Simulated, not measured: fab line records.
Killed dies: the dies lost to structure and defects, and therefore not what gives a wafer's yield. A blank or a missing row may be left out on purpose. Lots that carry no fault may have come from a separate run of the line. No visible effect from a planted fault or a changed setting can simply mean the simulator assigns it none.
A lot that was struck, set against a sound lot || flow n5 finfet || 41 out of 1938 route steps
Sound: the wafers L520.4, L520.5. Wafers struck: L526.3, L526.4, L526.6. The cause is given at the end.
Each step with rows lists, per side, the tool, then ch with its chambers, then its first start. Under that, the readings that differ: sound wafers || struck wafers || difference of the means || sigmas: that difference in standard deviations of wafers without a fault.
alike: same words and numbers on both sides, and readings whose means sit less than 2 such deviations apart. not compared: any withheld reading, any reading some wafer has no value for, any bound like >300 that may hide the same value, and any number with overlapping values for which the record gives no deviation.
The two part at a step that has a row with sigmas, a row that says differs or no value, or rows on one side only. Non-overlapping numbers with no deviation appear without sigmas and do not part them. A reading missing from all wafers of one side parts the sides only when that side holds two or more wafers.

first, 11 steps without rows for these wafers: N5_PMOS_HMC_CHANNEL_EPI_STRIP_17 (strips in SPM, time 750 s); N5_PMOS_HMC_CHANNEL_EPI_ETCH_38 (etches SiO2 in CF4, target depth 1.5 nm); N5_PMOS_HMC_CHANNEL_EPI_FIN_RECESS_16 (chemistry HBr/Cl2, target Si, target depth 54 nm, time 18 s); N5_PMOS_HMC_CHANNEL_EPI_PRECLEAN_36 (cleans in O3/DIW, time 45 s); N5_PMOS_HMC_CHANNEL_EPI_PRECLEAN_18 (cleans in DHF, time 30 s); N5_PMOS_HMC_CHANNEL_EPI_SRD_19 (time 30 s); N5_PMOS_HMC_CHANNEL_EPI_EPI_20 (deposits SiGe30, target thk 59 nm); N5_PMOS_HMC_CHANNEL_EPI_HM_STRIP_35 (strips SiO2 in dHF, material SiO2, target depth 39.6 nm, time 216 s); N5_PMOS_HMC_CHANNEL_EPI_SRD_39 (time 30 s); N5_PMOS_HMC_CHANNEL_EPI_CMP_21 (polishes SiGe30, target thk 54 nm); N5_PMOS_HMC_CHANNEL_EPI_PRECLEAN_40 (cleans in DHF, time 30 s).
N5_PMOS_HMC_CHANNEL_EPI_PRECLEAN_37: cleans in O3/DIW, time 45 s.
  sound on wet bench-06 ch 0,3, day 2 13:38; struck on wet bench-06 ch 0,1,3, day 4 01:38
then, 3 steps without rows for these wafers: N5_PMOS_HMC_CHANNEL_EPI_PRECLEAN_24 (cleans in DHF, time 30 s); N5_PMOS_HMC_CHANNEL_EPI_SRD_25 (time 30 s); N5_PMOS_HMC_CHANNEL_EPI_EPI_26 (deposits Si from SiH4/H2, target thk 3.8 nm, time 22.7 s).
N5_PMOS_HMC_CHANNEL_EPI_INSPECT_30: inspects for defects (darkfield).
  sound on defect inspect-02 at day 2 14:06; struck on defect inspect-02 at day 4 02:11
{"reading": "raw defect count", "sound": "19 18", "struck": "461 465 437", "difference": "+436", "sigmas": "+67"}
then, 19 steps without rows for these wafers: N5_FIN_SAQP_PRECLEAN_42 (cleans in O3/DIW, time 60 s); N5_FIN_SAQP_PRECLEAN_00 (cleans in SC1, time 60 s); N5_FIN_SAQP_PRECLEAN_44 (cleans in SC2, time 45 s); N5_FIN_SAQP_SRD_01 (time 30 s); N5_FIN_SAQP_ALD_61 (deposits SiO2, target thk 4 nm, pulse time 1 s, purge time 2 s); N5_FIN_SAQP_DENSIFY_62 (time 60 s); N5_FIN_SAQP_HM_DEP_03 (deposits SiNx from SiH4/NH3/N2, target thk 38 nm, time 33.6 s); N5_FIN_SAQP_PECVD_47 (deposits a-Si from SiH4/He, target thk 45 nm, time 36.3 s); N5_FIN_SAQP_PECVD_48 (deposits SiNx from SiH4/NH3/N2, target thk 25 nm, time 22.1 s); N5_FIN_SAQP_PECVD_06 (deposits a-Si from SiH4/He, target thk 60 nm, time 48.1 s); N5_FIN_SAQP_HM_DEP_72 (deposits SiO2 from SiH4/N2O, target thk 12 nm, time 7.2 s); N5_FIN_SAQP_COAT_49 (time 60 s, resist thk 100 nm); N5_FIN_SAQP_COAT_50 (time 60 s, resist thk 35 nm); N5_FIN_SAQP_COAT_10 (resist thk 90 nm); N5_FIN_SAQP_EBR_12; N5_FIN_SAQP_SOFTBAKE_11 (time 60 s); N5_FIN_SAQP_EXPOSE_13 (exposes mask FIN CORE, target cd 35.6 nm); N5_FIN_SAQP_PEB_14 (peb time 60 s); N5_FIN_SAQP_DEVELOP_15 (develop time 30 s).
N5_FIN_SAQP_INSPECT_18: inspects for defects (brightfield).
  sound on defect inspect-02 at day 2 15:33; struck on defect inspect-01 at day 4 03:26
{"reading": "raw defect count", "sound": "440 391", "struck": "878 892 755", "difference": "+426", "sigmas": "+4"}
N5_FIN_SAQP_INSPECT_40: inspects for defects (brightfield).
  sound on defect inspect-02 at day 2 21:55; struck on defect inspect-02 at day 4 08:53
{"reading": "raw defect count", "sound": "202 156", "struck": "713 627 585", "difference": "+463", "sigmas": "+8"}
N5_FIN_CUT_INSPECT_10: inspects for defects (brightfield).
  sound on defect inspect-02 at day 2 22:26; struck on defect inspect-01 at day 4 09:17
{"reading": "raw defect count", "sound": "32 31", "struck": "495 488 452", "difference": "+447", "sigmas": "+48"}
N5_FIN_CUT_INSPECT_17: inspects for defects (brightfield).
  sound on defect inspect-01 at day 2 23:38; struck on defect inspect-01 at day 4 10:38
{"reading": "raw defect count", "sound": "179 139", "struck": "683 612 563", "difference": "+460", "sigmas": "+8"}
-- here the record skips 6 days between the struck wafers' starts before and after, leaving off in module FIN_CUT and picking up in module BEOL_M4 (first step shown: number 1111 of the route) --
N5_BEOL_M4_RC_MEAS_101:
  sound on prober-01 ch 0, day 8 13:37; struck on prober-02 ch 0, day 10 05:22
{"reading": "ION_P (uA/um)", "sound": "450 448", "struck": "465 471 468", "difference": "+19", "sigmas": "+2"}
{"reading": "VT_P (mV)", "sound": "-253 -256", "struck": "-247 -248 -246", "difference": "+8", "sigmas": "+2"}
  alike: DIBL_N, DIBL_P, IOFF_N, IOFF_P, ION_N, SS_N, SS_P, VT_N
-- here the record skips 4 days between the struck wafers' starts before and after, leaving off in module BEOL_M4 and picking up in module PASSIVATION (first step shown: number 1936 of the route) --
N5_PASSIVATION_PROBE_49:
  only the struck wafers here have rows in the record (prober-02, day 14 13:50); the sound ones have none

## WHERE THEY PART
First at N5_PMOS_HMC_CHANNEL_EPI_INSPECT_30; last, within this record, at N5_PASSIVATION_PROBE_49.

WHY: what the simulator had put in
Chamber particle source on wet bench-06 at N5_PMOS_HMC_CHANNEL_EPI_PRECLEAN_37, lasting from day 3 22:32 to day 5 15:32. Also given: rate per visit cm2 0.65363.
